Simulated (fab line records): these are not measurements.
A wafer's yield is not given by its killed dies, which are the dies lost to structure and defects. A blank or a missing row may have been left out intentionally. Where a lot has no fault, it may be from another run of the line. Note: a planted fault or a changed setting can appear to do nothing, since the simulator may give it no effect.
Which tool was responsible? -- flow nand_harc -- Sampling: 24 lots, 72 wafers, 4 of 1159 route steps

WHAT EACH GAUGE READ, for each wafer
NHARC_A_CONTACT_INSPECT_10. Usual: raw_defect_count at 34, with a standard deviation of 18.
lot,measured,on,raw_defect_count,flag
L074,day 16 15:12,defect_inspect-02,31 32 20,
L077,day 17 12:25,defect_inspect-01,15 12 20,
L075,day 17 12:01,defect_inspect-01,25 22 32,
L076,day 17 16:25,defect_inspect-01,19 26 29,
L079,day 17 17:44,defect_inspect-01,20 17 18,
L078,day 17 21:41,defect_inspect-01,9 9 14,
L080,day 18 02:04,defect_inspect-01,29 28 21,
L082,day 19 02:46,defect_inspect-02,19 21 25,
L081,day 19 03:38,defect_inspect-01,36 38 40,
L083,day 19 12:34,defect_inspect-01,15 9 17,
L084,day 19 13:25,defect_inspect-01,47 44 47,
L085,day 19 18:31,defect_inspect-02,35 29 21,
L087,day 20 10:13,defect_inspect-02,35 38 32,
L086,day 20 11:28,defect_inspect-01,45 61 45,
L089,day 20 16:28,defect_inspect-01,11 18 18,
L088,day 20 17:34,defect_inspect-01,46 30 49,
L091,day 21 19:44,defect_inspect-01,51 46 61,
L090,day 21 20:25,defect_inspect-02,54 54 56,
L092,day 22 02:10,defect_inspect-02,9 8 11,
L094,day 22 11:04,defect_inspect-01,60 51 71,
L095,day 22 14:11,defect_inspect-02,57 68 63,
L096,day 22 15:18,defect_inspect-02,37 42 39,
L093,day 22 20:59,defect_inspect-02,37 41 36,
L097,day 22 22:11,defect_inspect-02,44 53 30,

NHARC_A_M0_OVL_MEAS_10: pitch 160 nm. Usual: overlay_x_nm 0.0 nm, standard deviation 0.9; overlay_y_nm 0.2 nm, standard deviation 1.
lot,measured,on,overlay_x_nm (nm),overlay_y_nm (nm),flag
L074,day 17 16:50,overlay-01,-0.4 0.0 0.2,1.1 0.5 1.3,
L077,day 17 22:34,overlay-01,-0.5 -0.4 -0.6,1.0 1.9 1.4,
L075,day 17 21:59,overlay-01,-0.4 0.0 -0.1,0.6 0.2 -0.1,
L076,day 18 01:56,overlay-01,-1.6 -1.7 -1.4,0.6 0.8 0.8,
L079,day 18 03:42,overlay-02,-0.6 -1.6 -1.1,1.5 1.4 1.4,
L078,day 18 10:02,overlay-01,0.6 1.0 1.0,-0.4 -0.5 -0.3,
L080,day 18 21:15,overlay-02,0.0 0.0 -0.2,0.9 0.3 0.1,
L082,day 19 16:29,overlay-02,0.4 0.4 0.1,1.6 1.5 1.4,
L081,day 19 16:54,overlay-01,0.9 0.5 1.2,-2.4 -2.1 -2.3,
L083,day 20 02:35,overlay-01,-0.3 0.1 0.1,1.1 1.6 1.5,
L084,day 20 06:31,overlay-01,-0.7 -1.2 -1.1,-0.1 -0.8 -0.3,
L085,day 20 09:32,overlay-02,0.3 0.7 0.2,0.4 0.6 0.2,
L087,day 20 21:59,overlay-01,1.1 1.1 1.4,-0.3 -0.2 -0.2,
L086,day 21 02:57,overlay-02,-1.2 -2.3 -0.6,-0.2 0.2 0.2,
L089,day 21 22:31,overlay-02,1.2 0.8 1.1,0.4 1.1 0.8,
L088,day 21 22:49,overlay-01,0.2 0.0 -0.3,-0.7 -0.7 -0.2,
L091,day 22 12:18,overlay-01,-0.1 -0.3 0.2,-0.6 -0.6 -0.5,
L090,day 22 12:58,overlay-02,0.9 0.8 0.9,-0.6 -0.3 -0.5,
L092,day 22 17:59,overlay-02,1.1 0.5 0.8,2.0 2.0 1.8,
L094,day 22 22:07,overlay-02,-0.5 -0.5 0.3,0.9 1.1 1.0,
L095,day 23 00:24,overlay-02,2.2 2.1 2.3,-1.8 -1.6 -1.6,
L096,day 23 01:31,overlay-01,-0.5 -0.8 -0.6,-0.1 0.7 -0.2,
L093,day 23 11:01,overlay-02,-0.9 -1.6 -0.8,-0.5 -0.7 -0.8,
L097,day 23 11:46,overlay-01,0.4 0.1 0.5,0.0 0.2 0.5,

WHICH TOOL RAN EACH LOT (tool, then ch and the chambers of the sampled wafers, then the start)
lot,NHARC_A_CONTACT_ETCH_130,NHARC_A_CONTACT_ETCH_133
L074,"har_cap_etch-02 ch 0,1, day 16 09:22","har_cap_etch-02 ch 0,1, day 16 09:47"
L077,"har_cap_etch-03 ch 0,1, day 17 06:49","har_cap_etch-03 ch 0,1, day 17 07:24"
L075,"har_cap_etch-02 ch 0,1, day 17 07:02","har_cap_etch-02 ch 0,1, day 17 07:28"
L076,"har_cap_etch-03 ch 0,1, day 17 10:34","har_cap_etch-03 ch 0,1, day 17 11:08"
L079,"har_cap_etch-02 ch 0,1, day 17 11:10","har_cap_etch-02 ch 0,1, day 17 11:36"
L078,"har_cap_etch-03 ch 0,1, day 17 16:26","har_cap_etch-03 ch 0,1, day 17 16:59"
L080,"har_cap_etch-03 ch 0,1, day 17 21:32","har_cap_etch-03 ch 0,1, day 17 22:07"
L082,"har_cap_etch-03 ch 0,1, day 18 22:03","har_cap_etch-03 ch 0,1, day 18 22:29"
L081,"har_cap_etch-02 ch 0,1, day 18 22:44","har_cap_etch-02 ch 0,1, day 18 23:10"
L083,"har_cap_etch-01 ch 0,1, day 19 03:20","har_cap_etch-01 ch 0,1, day 19 03:58"
L084,"har_cap_etch-02 ch 0,1, day 19 04:07","har_cap_etch-02 ch 0,1, day 19 04:32"
L085,"har_cap_etch-02 ch 0,1, day 19 14:16","har_cap_etch-02 ch 0,1, day 19 14:43"
L087,"har_cap_etch-02 ch 0,1, day 20 05:56","har_cap_etch-02 ch 0,1, day 20 06:22"
L086,"har_cap_etch-03 ch 0,1, day 20 07:03","har_cap_etch-03 ch 0,1, day 20 07:31"
L089,"har_cap_etch-01 ch 0,1, day 20 12:10","har_cap_etch-01 ch 0,1, day 20 12:38"
L088,"har_cap_etch-03 ch 0,1, day 20 12:55","har_cap_etch-03 ch 0,1, day 20 13:28"
L091,"har_cap_etch-03 ch 0,1, day 21 15:26","har_cap_etch-03 ch 0,1, day 21 15:51"
L090,"har_cap_etch-01 ch 0,1, day 21 15:48","har_cap_etch-01 ch 0,1, day 21 16:14"
L092,"har_cap_etch-02 ch 0,1, day 21 20:42","har_cap_etch-02 ch 0,1, day 21 21:07"
L094,"har_cap_etch-03 ch 0, day 22 06:18","har_cap_etch-03 ch 0, day 22 06:44"
L095,"har_cap_etch-02 ch 0, day 22 06:50","har_cap_etch-02 ch 0, day 22 07:17"
L096,"har_cap_etch-03 ch 0, day 22 08:18","har_cap_etch-03 ch 0, day 22 08:45"
L093,"har_cap_etch-03 ch 0,1, day 22 14:55","har_cap_etch-03 ch 0,1, day 22 15:22"
L097,"har_cap_etch-02 ch 0,1, day 22 17:25","har_cap_etch-02 ch 0,1, day 22 17:50"
- NHARC_A_CONTACT_ETCH_130: etches the open film in C4F8/O2/Ar, time 155 s, target depth 956 nm.
- NHARC_A_CONTACT_ETCH_133: etches the open film in C4F8/O2/Ar, time 195 s, target depth 840 nm.

WHAT THE TOOLS THEMSELVES READ (means of the sampled wafers that have a number; where no wafer has one, the mark that the record gives instead)
NHARC_A_CONTACT_ETCH_130. Usual: chamber_pressure_mTorr at 20.003 mTorr, with a standard deviation of 0.019.
lot,tool,chamber_pressure_mTorr (mTorr),flag
L074,har_cap_etch-02,19.996,
L077,har_cap_etch-03,19.997,
L075,har_cap_etch-02,19.995,
L076,har_cap_etch-03,20.004,
L079,har_cap_etch-02,20.015,
L078,har_cap_etch-03,20.000,
L080,har_cap_etch-03,20.026,
L082,har_cap_etch-03,20.001,
L081,har_cap_etch-02,19.991,
L083,har_cap_etch-01,20.002,
L084,har_cap_etch-02,20.005,
L085,har_cap_etch-02,20.011,
L087,har_cap_etch-02,20.016,
L086,har_cap_etch-03,19.999,
L089,har_cap_etch-01,19.991,
L088,har_cap_etch-03,20.008,
L091,har_cap_etch-03,19.997,
L090,har_cap_etch-01,20.002,
L092,har_cap_etch-02,19.999,
L094,har_cap_etch-03,19.987,
L095,har_cap_etch-02,19.996,
L096,har_cap_etch-03,20.027,
L093,har_cap_etch-03,20.011,
L097,har_cap_etch-02,20.024,

NHARC_A_CONTACT_ETCH_133. Usual: chamber_pressure_mTorr at 20.000 mTorr, with a standard deviation of 0.021.
lot,tool,chamber_pressure_mTorr (mTorr),flag
L074,har_cap_etch-02,20.031,
L077,har_cap_etch-03,20.005,
L075,har_cap_etch-02,19.990,
L076,har_cap_etch-03,20.005,
L079,har_cap_etch-02,19.993,
L078,har_cap_etch-03,20.023,
L080,har_cap_etch-03,20.017,
L082,har_cap_etch-03,20.013,
L081,har_cap_etch-02,19.986,
L083,har_cap_etch-01,20.011,
L084,har_cap_etch-02,20.029,
L085,har_cap_etch-02,19.991,
L087,har_cap_etch-02,19.987,
L086,har_cap_etch-03,20.005,
L089,har_cap_etch-01,20.004,
L088,har_cap_etch-03,20.013,
L091,har_cap_etch-03,19.999,
L090,har_cap_etch-01,20.007,
L092,har_cap_etch-02,19.985,
L094,har_cap_etch-03,20.016,
L095,har_cap_etch-02,20.001,
L096,har_cap_etch-03,19.991,
L093,har_cap_etch-03,19.977,
L097,har_cap_etch-02,20.013,

THE ANSWER, worked out from the rows above alone
Rule: a lot counts as off when the mean over its wafers that have a number is more than 3 standard deviations away from the usual mean. Also off: a lot with no number at a reading for which 4 or more lots have one. Any other lot the step has rows for is counted as sound. The gauges are gone through in route order, then the tools' own readings, and for those a lot's mean is taken as printed above. At the first step where some lot is off, the reading lying furthest off is the one used; lots without a number count as furthest.
No lot is off on any of the readings shown, so nothing can be concluded from this.

WHAT THE SIMULATOR HAD INSERTED
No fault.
